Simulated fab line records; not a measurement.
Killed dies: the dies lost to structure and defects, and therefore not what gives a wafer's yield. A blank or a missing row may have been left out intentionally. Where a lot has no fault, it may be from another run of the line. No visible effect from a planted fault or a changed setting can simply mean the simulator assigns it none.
fab line records + flow n5Finfet
[record]
- lots = 7
- wafers = 39
route steps=1938 shown WELL_APT@31 FIN_CUT@169 SD_EPI_N@288 GATE_CUT@510 BEOL_M0_SAQP@637 BEOL_M0@736 BEOL_M6@1239 BEOL_M9@1401 BEOL_M11@1575 BEOL_M13@1705 MIM_TOP_ETCH@1853 PASSIVATION@1903
startH: hours from the record's opening day to when the first of the lot's shown wafers began + waitH: hours elapsed since this lot's preceding step + " the same as in the row above + L1.1+2: several wafers, shown together as one row + - no value, or no start given + * or withheld: withheld + < > ~ a bound
route shown NAME@n: names a module that has steps shown in the file, with the first one's number in the route + usual: mean/standard deviation taken from wafers without a fault + same: alike in all rows + chamber/n: place in a boat + sites: per-site readings + _std_site: the standard deviation of these + _edge_site: outer sites' mean less inner sites' + radiusMm: for every site, how far away it sits from the centre of the wafer + mask NAME#n: copy n + behind: the last tool/chamber to shape the wafer + hold: why the lot was held/for how many hours/how that ended + device: names the non-switching transistor (n, p or np) + end of line: the same wafers' tests at the end of the route + a step given without rows: its recipe and nothing more + killed: dies lost to structure and defects at the first sort, not the wafer's yield + map: per-die view of a wafer (x killed, . not killed, _ where there is no die)
set.NAME: setting as actually run; set.NAME@STEP: the setting as run at that earlier step + model.NAME: the simulator's own value behind a step, which no gauge read
lots whose settings were changed on purpose; a table a step, a row a wafer
[[steps]]
[step N5_WELL_APT_DESCUM_13]
[recipe]
- chemistry = O2
- timeS = 7.9
- sourcePowerW = 50
- biasPowerW = 20
- pressureMtorr = 20
- rfFrequencyHz = 2.712e+07
- tempC = 40
- o2FlowSccm = 225
[step N5_FIN_CUT_ETCH_21]
[recipe]
- chemistry = N2/H2
- target = SOC
- targetDepthA = 2190
- overetchA = 438
- maskMaterial = SiARC
- tempC = 40
- ionEnergyEv = 100
- biasW = 61
- timeS = 523.5
- pressureMtorr = 30
- sourceW = 850
- n2FlowSccm = 200
- h2FlowSccm = 200
[step N5_SD_EPI_N_EPI_21]
[recipe]
- material = Si:P
- dopant = P
- tempC = 680
- pressureTorr = 255
- timeS = 690
[step N5_GATE_CUT_ALD_22]
[recipe]
- material = SiNx
- targetThkA = 160
- tempC = 400
- aldPrecursorFamily = SiH2I2
- aldCoReactant = N2/H2-plasma
- pulseTimeS = 1
- aldCycles = 320
- purgeTimeS = 2
- coReactantPurgeTimeS = 2
- pressureTorr = 2
[step N5_BEOL_M0_SAQP_PECVD_97]
[recipe]
- material = SiNx
- targetThkA = 230
- tempC = 350
- precursor = SiH4/NH3/N2
- pressureTorr = 1.5
- rfW = 300
- timeS = 19.9
[step N5_BEOL_M0_SPUTTER_132]
[recipe]
- material = Cu
- targetThkA = 40
- tempC = -20
- chamberPressurePa = 0.07
- powerW = withheld
- timeS = 7.37
[step N5_BEOL_M6_TRENCH_ETCH_37]
[recipe]
- chemistry = C4F6/O2
- targetDepthA = 944.35
- target = SiCOH_lowk
- timeS = 31.5
- ionEnergyEv = 250
- pressureMtorr = 30
- sourceW = 345
- biasW = 185
- Ar_flow_sccm = 300
- C4F6_flow_sccm = 10
- O2_flow_sccm = 10
[step N5_BEOL_M9_ILD_DEP_00]
[recipe]
- material = SiCOH_lowk
- targetThkA = 3085.1
- tempC = 300
- precursor = DEMS/porogen
- pressureTorr = 5
- rfW = 500
- timeS = 58
[step N5_BEOL_M11_VIA_ETCH_34]
[recipe]
- chemistry = C4F6/O2
- target = SiCOH_lowk
- targetDepthA = 1845
- maskMaterial = SOC
- taperDeg = 4
- timeS = 69.2
- ionEnergyEv = 250
- pressureMtorr = 30
- sourceW = 345
- biasW = 185
- Ar_flow_sccm = 300
- C4F6_flow_sccm = 10
- O2_flow_sccm = 10
[step N5_BEOL_M13_SPUTTER_43]
[recipe]
- material = TaN
- targetThkA = 150
- tempC = 50
- biasV = 168.6
- powerW = 15000
- chamberPressurePa = 0.12
- timeS = 24.19
[step N5_MIM_TOP_ETCH_PECVD_03]
[recipe]
- material = SiNx
- targetThkA = 200
- tempC = 400
- precursor = SiH4/NH3/N2
- pressureTorr = 1.5
- rfW = 300
- timeS = 17.6
[step N5_PASSIVATION_DEVELOP_29]
[recipe]
- developTimeS = 60
- rinseLiquid = diw
- dry = airSpin
- devTempC = 21
[step N5_PASSIVATION_PROBE_49]
[usual]
- killedAtFrontEnd = 38/11
| lot.wafer | tool      | chamber | startH | waitH | set.timeS@WELL_APT_DESCUM_13 | set.timeS@FIN_CUT_ETCH_21 | set.epiGrowthTimeS@SD_EPI_N_EPI_21 | set.aldCycles@GATE_CUT_ALD_22 | set.timeS@BEOL_M0_SAQP_PECVD_97 | set.targetThkA@BEOL_M0_SPUTTER_132 | set.targetDepthA@BEOL_M6_TRENCH_ETCH_37 | set.timeS@BEOL_M9_ILD_DEP_00 | set.timeS@BEOL_M11_VIA_ETCH_34 | set.timeS@BEOL_M13_SPUTTER_43 | set.timeS@MIM_TOP_ETCH_PECVD_03 | set.developTimeS@PASSIVATION_DEVELOP_29 | killedAtFrontEnd |
|-----------|-----------|---------|--------|-------|------------------------------|---------------------------|------------------------------------|-------------------------------|---------------------------------|------------------------------------|-----------------------------------------|------------------------------|--------------------------------|-------------------------------|---------------------------------|-----------------------------------------|------------------|
| L076.1    | prober-01 | -       | 319.38 | 0.0   | 7.9                          | 523.5                     | 1077                               | 320                           | 15.07                           | 40                                 | 944.35                                  | 47.87                        | 69.2                           | 32.82                         | 17.6                            | 60                                      | 31               |
| L076.2    | prober-01 | -       | 319.43 | 0.1   | 7.9                          | 523.5                     | 690                                | 130                           | 19.9                            | 40                                 | 1380                                    | 47.87                        | 69.2                           | 24.19                         | 8.167                           | 60                                      | 27               |
| L076.3    | prober-01 | -       | 319.48 | 0.1   | 5.717                        | 523.5                     | 690                                | 130                           | 15.07                           | 40                                 | 1380                                    | 58                           | 69.2                           | 24.19                         | 8.167                           | 87.04                                   | 30               |
| L076.4    | prober-01 | -       | 319.53 | 0.2   | 5.717                        | 523.5                     | 690                                | 320                           | 19.9                            | 61.19                              | 1380                                    | 47.87                        | 69.2                           | 32.82                         | 17.6                            | 87.04                                   | 61               |
| L076.5    | prober-01 | -       | 319.58 | 0.2   | 7.9                          | 523.5                     | 1077                               | 130                           | 15.07                           | 61.19                              | 944.35                                  | 58                           | 69.2                           | 24.19                         | 17.6                            | 87.04                                   | 39               |
| L076.6    | prober-01 | -       | 319.63 | 0.3   | 5.717                        | 523.5                     | 1077                               | 320                           | 19.9                            | 61.19                              | 944.35                                  | 58                           | 69.2                           | 32.82                         | 8.167                           | 60                                      | 37               |
| L075.1    | prober-02 | -       | 320.27 | 0.2   | 7.9                          | 247.8                     | 690                                | 320                           | 12.84                           | 40                                 | 944.35                                  | 86.34                        | 87.32                          | 24.19                         | 17.6                            | 33.09                                   | 1122             |
| L075.2    | prober-02 | -       | 320.32 | 0.2   | 7.9                          | 523.5                     | 690                                | 320                           | 19.9                            | 62.31                              | 729.4                                   | 86.34                        | 87.32                          | 24.19                         | 12.98                           | 60                                      | 21               |
| L075.3    | prober-02 | -       | 320.37 | 0.3   | 7.9                          | 247.8                     | 690                                | 320                           | 19.9                            | 62.31                              | 944.35                                  | 58                           | 69.2                           | 34.95                         | 17.6                            | 60                                      | 1113             |
| L075.4    | prober-02 | -       | 320.42 | 0.3   | 7.9                          | 523.5                     | 690                                | 320                           | 12.84                           | 40                                 | 729.4                                   | 58                           | 87.32                          | 34.95                         | 12.98                           | 60                                      | 19               |
| L075.5    | prober-02 | -       | 320.47 | 0.4   | 7.9                          | 247.8                     | 690                                | 320                           | 12.84                           | 62.31                              | 944.35                                  | 86.34                        | 69.2                           | 34.95                         | 12.98                           | 33.09                                   | 1125             |
| L075.6    | prober-02 | -       | 320.52 | 0.4   | 7.9                          | 523.5                     | 690                                | 320                           | 19.9                            | 40                                 | 729.4                                   | 58                           | 69.2                           | 24.19                         | 17.6                            | 33.09                                   | 24               |
| L085.1    | prober-01 | -       | 367.12 | 0.0   | 9.827                        | 523.5                     | 414.1                              | 320                           | 9.189                           | 40                                 | 944.35                                  | 69.83                        | 98.6                           | 31.82                         | 20.71                           | 60                                      | 54               |
| L085.2    | prober-01 | -       | 367.17 | 0.1   | 9.827                        | 523.5                     | 690                                | 320                           | 19.9                            | 40                                 | 944.35                                  | 69.83                        | 69.2                           | 24.19                         | 17.6                            | 60                                      | 37               |
| L085.3    | prober-01 | -       | 367.22 | 0.1   | 7.9                          | 523.5                     | 414.1                              | 320                           | 9.189                           | 33.59                              | 944.35                                  | 58                           | 69.2                           | 31.82                         | 20.71                           | 83.12                                   | 32               |
| L085.4    | prober-01 | -       | 367.27 | 0.2   | 9.827                        | 523.5                     | 690                                | 320                           | 19.9                            | 33.59                              | 944.35                                  | 58                           | 98.6                           | 24.19                         | 20.71                           | 60                                      | 28               |
| L085.5    | prober-01 | -       | 367.32 | 0.2   | 7.9                          | 523.5                     | 690                                | 320                           | 9.189                           | 40                                 | 944.35                                  | 58                           | 98.6                           | 24.19                         | 17.6                            | 83.12                                   | 39               |
| L085.6    | prober-01 | -       | 367.37 | 0.3   | 7.9                          | 523.5                     | 414.1                              | 320                           | 19.9                            | 33.59                              | 944.35                                  | 69.83                        | 69.2                           | 31.82                         | 17.6                            | 83.12                                   | 43               |
| L088.1    | prober-01 | -       | 393.05 | 0.0   | 7.9                          | 645.6                     | 690                                | 320                           | 19.9                            | 40                                 | 1280                                    | 58                           | 27.9                           | 10.11                         | 17.6                            | 60                                      | 25               |
| L088.2    | prober-01 | -       | 393.10 | 0.1   | 7.9                          | 645.6                     | 690                                | 320                           | 19.9                            | 50.39                              | 1280                                    | 58                           | 69.2                           | 24.19                         | 23.79                           | 60                                      | 41               |
| L088.3    | prober-01 | -       | 393.15 | 0.1   | 7.9                          | 523.5                     | 690                                | 129                           | 19.9                            | 50.39                              | 944.35                                  | 29.54                        | 27.9                           | 24.19                         | 17.6                            | 60                                      | 38               |
| L088.4    | prober-01 | -       | 393.20 | 0.2   | 7.9                          | 523.5                     | 690                                | 129                           | 19.9                            | 50.39                              | 1280                                    | 29.54                        | 69.2                           | 24.19                         | 23.79                           | 60                                      | 32               |
| L088.5    | prober-01 | -       | 393.25 | 0.2   | 7.9                          | 523.5                     | 690                                | 320                           | 19.9                            | 40                                 | 944.35                                  | 29.54                        | 27.9                           | 10.11                         | 23.79                           | 60                                      | 29               |
| L088.6    | prober-01 | -       | 393.30 | 0.3   | 7.9                          | 645.6                     | 690                                | 129                           | 19.9                            | 40                                 | 944.35                                  | 58                           | 69.2                           | 10.11                         | 17.6                            | 60                                      | 46               |
| L090.1    | prober-01 | -       | 396.43 | 0.0   | 7.9                          | 523.5                     | 690                                | 320                           | 19.9                            | 40                                 | 944.35                                  | 58                           | 69.2                           | 24.19                         | 17.6                            | 60                                      | 67               |
| L090.4    | prober-01 | -       | 396.58 | 0.2   | 7.9                          | 523.5                     | 690                                | 320                           | 19.9                            | 40                                 | 944.35                                  | 58                           | 69.2                           | 24.19                         | 17.6                            | 60                                      | 42               |
| L090.5    | prober-01 | -       | 396.63 | 0.2   | 7.9                          | 523.5                     | 690                                | 320                           | 19.9                            | 40                                 | 944.35                                  | 58                           | 69.2                           | 24.19                         | 17.6                            | 60                                      | 45               |
| L094.1    | prober-01 | -       | 408.97 | 0.0   | 11.85                        | 523.5                     | 548.8                              | 206                           | 19.9                            | 19.65                              | 944.35                                  | 25.84                        | 69.2                           | 28.87                         | 12.37                           | 38.58                                   | 67               |
| L094.2    | prober-01 | -       | 409.02 | 0.1   | 11.85                        | 523.5                     | 690                                | 320                           | 19.9                            | 40                                 | 944.35                                  | 58                           | 101.5                          | 28.87                         | 12.37                           | 60                                      | 67               |
| L094.3    | prober-01 | -       | 409.07 | 0.1   | 11.85                        | 523.5                     | 690                                | 320                           | 19.9                            | 19.65                              | 944.35                                  | 58                           | 69.2                           | 24.19                         | 17.6                            | 60                                      | 40               |
| L094.4    | prober-01 | -       | 409.12 | 0.2   | 7.9                          | 523.5                     | 548.8                              | 320                           | 19.9                            | 19.65                              | 944.35                                  | 25.84                        | 101.5                          | 24.19                         | 12.37                           | 60                                      | 39               |
| L094.5    | prober-01 | -       | 409.17 | 0.2   | 7.9                          | 523.5                     | 690                                | 206                           | 19.9                            | 40                                 | 944.35                                  | 58                           | 101.5                          | 28.87                         | 17.6                            | 38.58                                   | 83               |
| L094.6    | prober-01 | -       | 409.22 | 0.3   | 7.9                          | 523.5                     | 548.8                              | 206                           | 19.9                            | 40                                 | 944.35                                  | 25.84                        | 69.2                           | 24.19                         | 17.6                            | 38.58                                   | 33               |
| L091.1    | prober-01 | -       | 410.23 | 0.0   | 9.57                         | 523.5                     | 690                                | 196                           | 19.9                            | 40                                 | 570.7                                   | 24.29                        | 52.98                          | 24.19                         | 25.16                           | 85.18                                   | 49               |
| L091.2    | prober-01 | -       | 410.28 | 0.1   | 9.57                         | 373.3                     | 690                                | 320                           | 19.9                            | 40                                 | 570.7                                   | 24.29                        | 69.2                           | 28.41                         | 25.16                           | 85.18                                   | 1105             |
| L091.3    | prober-01 | -       | 410.33 | 0.1   | 7.9                          | 523.5                     | 690                                | 196                           | 11.04                           | 52.64                              | 944.35                                  | 58                           | 52.98                          | 28.41                         | 17.6                            | 85.18                                   | 55               |
| L091.4    | prober-01 | -       | 410.38 | 0.2   | 7.9                          | 373.3                     | 690                                | 320                           | 19.9                            | 52.64                              | 944.35                                  | 24.29                        | 52.98                          | 24.19                         | 17.6                            | 60                                      | 1105             |
| L091.5    | prober-01 | -       | 410.43 | 0.2   | 7.9                          | 373.3                     | 690                                | 196                           | 11.04                           | 40                                 | 944.35                                  | 58                           | 69.2                           | 28.41                         | 25.16                           | 60                                      | 1117             |
| L091.6    | prober-01 | -       | 410.48 | 0.3   | 9.57                         | 523.5                     | 690                                | 320                           | 11.04                           | 52.64                              | 570.7                                   | 58                           | 69.2                           | 24.19                         | 17.6                            | 60                                      | 34               |
// killed by level:class
L076.1 BEOL_M5:geometricParticle:open=11 MOL_CONTACT_COAG:geometricParticle:open=10 STI_FIN_REVEAL:geometricParticle:open=7 BEOL_M0_SAQP:geometricParticle:short=7 BEOL_M0_SAQP:geometricParticle:open=7 BEOL_M3:geometricParticle:open=7 STARTING-WAFER:geometricParticle:short=6 BEOL_M3:geometricParticle:short=5
L076.2 BEOL_M6:areaEtch=56 MOL_CONTACT_COAG:geometricParticle:open=13 BEOL_M3:geometricParticle:open=12 BEOL_M0_SAQP:geometricParticle:open=8 BEOL_M0_SAQP:geometricParticle:short=7 BEOL_M2:geometricParticle:open=7 FIN_SAQP:geometricParticle:short=6 FIN_SAQP:geometricParticle:open=6
L076.3 BEOL_M0_SAQP:geometricParticle:short=12 MOL_CONTACT_COAG:geometricParticle:open=10 BEOL_M2:geometricParticle:open=9 STI_FIN_REVEAL:geometricParticle:open=7 BEOL_M0_SAQP:geometricParticle:open=7 BEOL_M1:geometricParticle:open=5 BEOL_M3:geometricParticle:open=5 FIN_SAQP:geometricParticle:open=4
L076.4 STI_FIN_REVEAL:geometricParticle:open=18 FIN_SAQP:geometricParticle:short=17 MOL_CONTACT_COAG:geometricParticle:open=16 BEOL_M2:geometricParticle:open=11 FIN_SAQP:geometricParticle:open=8 BEOL_M0_SAQP:geometricParticle:short=8 BEOL_M1:geometricParticle:open=6 GATE_CUT:geometricParticle:short=4
L076.5 STI_FIN_REVEAL:geometricParticle:open=12 MOL_CONTACT_COAG:geometricParticle:open=12 BEOL_M1:geometricParticle:open=10 FIN_SAQP:geometricParticle:short=5 MOL_CONTACT_COAG:geometricParticle:short=5 BEOL_M0_SAQP:geometricParticle:short=4 BEOL_M1:geometricParticle:short=4 STARTING-WAFER:geometricParticle:open=4
L076.6 BEOL_M0_SAQP:geometricParticle:short=21 BEOL_M0_SAQP:geometricParticle:open=16 MOL_CONTACT_COAG:geometricParticle:open=12 BEOL_M2:geometricParticle:open=11 BEOL_M3:geometricParticle:open=9 FIN_SAQP:geometricParticle:open=7 STI_FIN_REVEAL:geometricParticle:open=7 BEOL_M3:geometricParticle:short=7
L075.1 FIN_CUT:areaEtch=1096 BEOL_M3:geometricParticle:open=13 BEOL_M0_SAQP:geometricParticle:open=8 BEOL_M0_SAQP:geometricParticle:short=7 BEOL_M1:geometricParticle:open=7 STARTING-WAFER:geometricParticle:short=7 FIN_SAQP:geometricParticle:short=4 BEOL_M4:geometricParticle:open=4
L075.2 BEOL_M9:areaEtch=1089 MOL_CONTACT_COAG:geometricParticle:open=12 BEOL_M0_SAQP:geometricParticle:short=12 BEOL_M1:geometricParticle:open=11 BEOL_M0_SAQP:geometricParticle:open=6 BEOL_M4:geometricParticle:open=6 BEOL_M3:geometricParticle:open=5 STARTING-WAFER:geometricParticle:short=5
L075.3 FIN_CUT:areaEtch=1080 FIN_SAQP:geometricParticle:open=9 MOL_CONTACT_COAG:geometricParticle:open=9 BEOL_M3:geometricParticle:open=8 BEOL_M0_SAQP:geometricParticle:short=7 BEOL_M0_SAQP:geometricParticle:open=6 BEOL_M2:geometricParticle:open=6 BEOL_M1:geometricParticle:open=5
L075.4 BEOL_M0_SAQP:geometricParticle:short=9 BEOL_M4:geometricParticle:open=8 BEOL_M1:geometricParticle:open=7 STI_FIN_REVEAL:geometricParticle:open=6 GATE_CUT:geometricParticle:short=4 MOL_CONTACT_COAG:geometricParticle:open=4 BEOL_M0_SAQP:geometricParticle:open=4 BEOL_M5:geometricParticle:open=4
L075.5 FIN_CUT:areaEtch=1111 BEOL_M1:geometricParticle:open=8 BEOL_M0_SAQP:geometricParticle:open=6 BEOL_M0_SAQP:geometricParticle:short=6 BEOL_M3:geometricParticle:open=6 BEOL_M4:geometricParticle:open=6 BEOL_M0:geometricParticle:short=4 BEOL_M1:geometricParticle:short=4
L075.6 BEOL_M1:geometricParticle:open=10 BEOL_M3:geometricParticle:open=7 STARTING-WAFER:geometricParticle:short=6 FIN_SAQP:geometricParticle:open=5 BEOL_M0_SAQP:geometricParticle:open=5 DUMMY_GATE:geometricParticle:open=4 MOL_CONTACT_COAG:geometricParticle:open=4 BEOL_M0_SAQP:geometricParticle:short=4
L085.1 MOL_CONTACT_COAG:geometricParticle:open=20 FIN_SAQP:geometricParticle:open=17 STI_FIN_REVEAL:geometricParticle:open=17 BEOL_M0_SAQP:geometricParticle:short=12 BEOL_M0_SAQP:geometricParticle:open=9 BEOL_M4:geometricParticle:open=8 BEOL_M3:geometricParticle:open=8 DUMMY_GATE:geometricParticle:open=4
L085.2 FIN_SAQP:geometricParticle:open=9 BEOL_M0_SAQP:geometricParticle:short=9 GATE_CUT:geometricParticle:short=8 MOL_CONTACT_COAG:geometricParticle:open=7 STI_FIN_REVEAL:geometricParticle:open=6 BEOL_M1:geometricParticle:open=6 BEOL_M2:geometricParticle:open=6 BEOL_M3:geometricParticle:open=6
L085.3 BEOL_M0_SAQP:geometricParticle:short=13 BEOL_M0_SAQP:geometricParticle:open=12 BEOL_M3:geometricParticle:open=12 MOL_CONTACT_COAG:geometricParticle:open=11 STI_FIN_REVEAL:geometricParticle:open=8 BEOL_M2:geometricParticle:open=7 BEOL_M1:geometricParticle:open=5 STI_FIN_REVEAL:geometricParticle:short=4
L085.4 BEOL_M0_SAQP:geometricParticle:open=10 MOL_CONTACT_COAG:geometricParticle:open=9 BEOL_M3:geometricParticle:open=8 BEOL_M1:geometricParticle:open=7 BEOL_M0_SAQP:geometricParticle:short=5 GATE_CUT:geometricParticle:short=5 MOL_CONTACT_COAG:geometricParticle:short=5 FIN_SAQP:geometricParticle:short=4
L085.5 MOL_CONTACT_COAG:geometricParticle:open=11 FIN_SAQP:geometricParticle:open=10 BEOL_M2:geometricParticle:open=10 FIN_SAQP:geometricParticle:short=7 BEOL_M3:geometricParticle:open=7 MOL_CONTACT_COAG:geometricParticle:short=5 BEOL_M0_SAQP:geometricParticle:open=5 BEOL_M0_SAQP:geometricParticle:short=5
L085.6 MOL_CONTACT_COAG:geometricParticle:open=18 FIN_SAQP:geometricParticle:open=16 BEOL_M0_SAQP:geometricParticle:open=13 BEOL_M3:geometricParticle:open=13 STI_FIN_REVEAL:geometricParticle:open=10 BEOL_M0_SAQP:geometricParticle:short=10 BEOL_M4:geometricParticle:open=7 BEOL_M1:geometricParticle:short=6
L088.1 BEOL_M11:areaEtch=1085 MOL_CONTACT_COAG:geometricParticle:open=20 BEOL_M0_SAQP:geometricParticle:short=8 STI_FIN_REVEAL:geometricParticle:open=7 BEOL_M0_SAQP:geometricParticle:open=7 BEOL_M3:geometricParticle:open=6 BEOL_M4:geometricParticle:open=6 FIN_SAQP:geometricParticle:open=4
L088.2 MIM_TOP_ETCH:areaPecvd=1071 BEOL_M1:geometricParticle:open=13 FIN_SAQP:geometricParticle:open=10 GATE_CUT:geometricParticle:short=10 BEOL_M4:geometricParticle:open=9 STI_FIN_REVEAL:geometricParticle:open=5 BEOL_M0_SAQP:geometricParticle:short=5 STI_FIN_REVEAL:geometricParticle:short=4
L088.3 BEOL_M9:areaDep=1034 BEOL_M11:areaEtch=36 MOL_CONTACT_COAG:geometricParticle:open=21 FIN_SAQP:geometricParticle:open=11 BEOL_M0_SAQP:geometricParticle:short=9 BEOL_M4:geometricParticle:open=9 BEOL_M0_SAQP:geometricParticle:open=8 BEOL_M1:geometricParticle:open=6
L088.4 BEOL_M9:areaDep=1084 MIM_TOP_ETCH:areaPecvd=18 MOL_CONTACT_COAG:geometricParticle:open=11 FIN_SAQP:geometricParticle:open=7 BEOL_M4:geometricParticle:open=6 MOL_CONTACT_COAG:geometricParticle:short=5 BEOL_M3:geometricParticle:open=5 STI_FIN_REVEAL:geometricParticle:open=4
L088.5 BEOL_M9:areaDep=974 BEOL_M11:areaEtch=119 MOL_CONTACT_COAG:geometricParticle:open=13 BEOL_M0_SAQP:geometricParticle:short=8 BEOL_M4:geometricParticle:open=8 BEOL_M0_SAQP:geometricParticle:open=6 BEOL_M1:geometricParticle:open=6 DUMMY_GATE:geometricParticle:open=5
L088.6 HKMG_FIN:areaEtch=16 MOL_CONTACT_COAG:geometricParticle:open=11 BEOL_M0_SAQP:geometricParticle:open=9 FIN_SAQP:geometricParticle:short=7 BEOL_M1:geometricParticle:open=6 STI_FIN_REVEAL:geometricParticle:open=6 BEOL_M4:geometricParticle:open=6 BEOL_M2:geometricParticle:open=4
L090.1 FIN_SAQP:geometricParticle:open=19 BEOL_M0_SAQP:geometricParticle:open=15 FIN_SAQP:geometricParticle:short=14 MOL_CONTACT_COAG:geometricParticle:open=13 GATE_CUT:geometricParticle:short=9 MOL_CONTACT_COAG:geometricParticle:short=8 BEOL_M4:geometricParticle:open=7 BEOL_M3:geometricParticle:open=7
L090.4 FIN_SAQP:geometricParticle:open=13 MOL_CONTACT_COAG:geometricParticle:open=13 BEOL_M0_SAQP:geometricParticle:open=11 STI_FIN_REVEAL:geometricParticle:open=10 BEOL_M0_SAQP:geometricParticle:short=7 FIN_SAQP:geometricParticle:short=6 BEOL_M2:geometricParticle:open=6 BEOL_M4:geometricParticle:open=5
L090.5 STI_FIN_REVEAL:geometricParticle:open=15 MOL_CONTACT_COAG:geometricParticle:open=11 FIN_SAQP:geometricParticle:open=6 FIN_SAQP:geometricParticle:short=6 BEOL_M0_SAQP:geometricParticle:short=5 DUMMY_GATE:geometricParticle:short=4 GATE_CUT:geometricParticle:short=4 BEOL_M0_SAQP:geometricParticle:open=4
L094.1 BEOL_M9:areaDep=1033 HKMG_FIN:areaEtch=19 FIN_SAQP:geometricParticle:open=17 MOL_CONTACT_COAG:geometricParticle:open=13 STI_FIN_REVEAL:geometricParticle:open=11 BEOL_M3:geometricParticle:open=11 FIN_SAQP:geometricParticle:short=8 BEOL_M1:geometricParticle:open=7
L094.2 STI_FIN_REVEAL:geometricParticle:open=20 MOL_CONTACT_COAG:geometricParticle:open=16 FIN_SAQP:geometricParticle:short=14 BEOL_M4:geometricParticle:open=14 BEOL_M3:geometricParticle:open=9 FIN_SAQP:geometricParticle:open=8 STI_FIN_REVEAL:geometricParticle:short=5 BEOL_M0_SAQP:geometricParticle:short=5
L094.3 MOL_CONTACT_COAG:geometricParticle:open=19 FIN_SAQP:geometricParticle:open=14 BEOL_M0_SAQP:geometricParticle:open=12 MOL_CONTACT_COAG:geometricParticle:short=10 BEOL_M2:geometricParticle:open=8 BEOL_M3:geometricParticle:short=8 BEOL_M3:geometricParticle:open=8 FIN_SAQP:geometricParticle:short=7
L094.4 BEOL_M9:areaDep=1055 MOL_CONTACT_COAG:geometricParticle:open=15 BEOL_M3:geometricParticle:open=13 BEOL_M0_SAQP:geometricParticle:open=9 BEOL_M0_SAQP:geometricParticle:short=9 FIN_SAQP:geometricParticle:short=8 STI_FIN_REVEAL:geometricParticle:open=6 FIN_SAQP:geometricParticle:open=6
L094.5 STI_FIN_REVEAL:geometricParticle:open=27 MOL_CONTACT_COAG:geometricParticle:open=20 FIN_SAQP:geometricParticle:open=19 HKMG_FIN:areaEtch=13 BEOL_M4:geometricParticle:open=9 BEOL_M4:geometricParticle:short=9 FIN_SAQP:geometricParticle:short=8 BEOL_M3:geometricParticle:open=8
L094.6 BEOL_M9:areaDep=1040 MOL_CONTACT_COAG:geometricParticle:open=16 BEOL_M3:geometricParticle:open=16 BEOL_M4:geometricParticle:open=14 BEOL_M0_SAQP:geometricParticle:short=12 FIN_SAQP:geometricParticle:open=9 BEOL_M2:geometricParticle:open=8 BEOL_M0_SAQP:geometricParticle:open=8
L091.1 BEOL_M9:areaDep=1018 BEOL_M6:areaEcd=44 MOL_CONTACT_COAG:geometricParticle:open=22 STI_FIN_REVEAL:geometricParticle:open=13 FIN_SAQP:geometricParticle:short=8 STI_FIN_REVEAL:geometricParticle:short=7 BEOL_M0_SAQP:geometricParticle:open=7 GATE_CUT:geometricParticle:short=6
L091.2 FIN_CUT:areaEtch=1068 MOL_CONTACT_COAG:geometricParticle:open=25 BEOL_M0_SAQP:geometricParticle:open=11 DUMMY_GATE:geometricParticle:open=8 BEOL_M5:geometricParticle:open=8 FIN_SAQP:geometricParticle:short=7 FIN_SAQP:geometricParticle:open=7 MOL_CONTACT_COAG:geometricParticle:short=5
L091.3 BEOL_M11:areaEtch=659 FIN_SAQP:geometricParticle:short=13 HKMG_FIN:areaEtch=7 FIN_SAQP:geometricParticle:open=6 ILD0:geometricParticle:short=6 DUMMY_GATE:geometricParticle:open=5 MOL_CONTACT_COAG:geometricParticle:open=5 BEOL_M3:geometricParticle:open=4
L091.4 FIN_CUT:areaEtch=1067 MOL_CONTACT_COAG:geometricParticle:open=16 STI_FIN_REVEAL:geometricParticle:open=10 BEOL_M0:geometricParticle:open=9 BEOL_M2:geometricParticle:open=9 GATE_CUT:geometricParticle:short=6 BEOL_M4:geometricParticle:open=6 BEOL_M3:geometricParticle:open=6
L091.5 FIN_CUT:areaEtch=1086 BEOL_M0_SAQP:geometricParticle:open=14 MOL_CONTACT_COAG:geometricParticle:open=11 FIN_SAQP:geometricParticle:open=7 GATE_CUT:geometricParticle:short=7 BEOL_M0_SAQP:geometricParticle:short=6 FIN_SAQP:geometricParticle:short=5 BEOL_M2:geometricParticle:open=5
L091.6 BEOL_M6:areaEcd=88 MOL_CONTACT_COAG:geometricParticle:open=13 HKMG_FIN:areaEtch=9 BEOL_M0_SAQP:geometricParticle:open=8 BEOL_M0_SAQP:geometricParticle:short=7 STI_FIN_REVEAL:geometricParticle:open=5 BEOL_M2:geometricParticle:open=5 FIN_SAQP:geometricParticle:short=4
[[key]]
[split]
- step = N5_WELL_APT_DESCUM_13
- setting = timeS
- statedAs = 7.9
response none clear
[split]
- step = N5_FIN_CUT_ETCH_21
- setting = timeS
- statedAs = 523.5
[response]
- step = N5_PASSIVATION_PROBE_49
- reading = killedAtFrontEnd
- slope = -21.6
- per = 1%
- togetherWith = all
- explained = 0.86
[split]
- step = N5_SD_EPI_N_EPI_21
- setting = epiGrowthTimeS
- statedAs = 690
response none clear
[split]
- step = N5_GATE_CUT_ALD_22
- setting = aldCycles
- statedAs = 320
response none clear
[split]
- step = N5_BEOL_M0_SAQP_PECVD_97
- setting = timeS
- statedAs = 19.9
response none clear
[split]
- step = N5_BEOL_M0_SPUTTER_132
- setting = targetThkA
- statedAs = 40
response none clear
[split]
- step = N5_BEOL_M6_TRENCH_ETCH_37
- setting = targetDepthA
- statedAs = 944.35
response none clear
[split]
- step = N5_BEOL_M9_ILD_DEP_00
- setting = timeS
- statedAs = 58
response none clear
[split]
- step = N5_BEOL_M11_VIA_ETCH_34
- setting = timeS
- statedAs = 69.2
response none clear
[split]
- step = N5_BEOL_M13_SPUTTER_43
- setting = timeS
- statedAs = 24.19
response none clear
[split]
- step = N5_MIM_TOP_ETCH_PECVD_03
- setting = timeS
- statedAs = 17.6
response none clear
[split]
- step = N5_PASSIVATION_DEVELOP_29
- setting = developTimeS
- statedAs = 60
response none clear
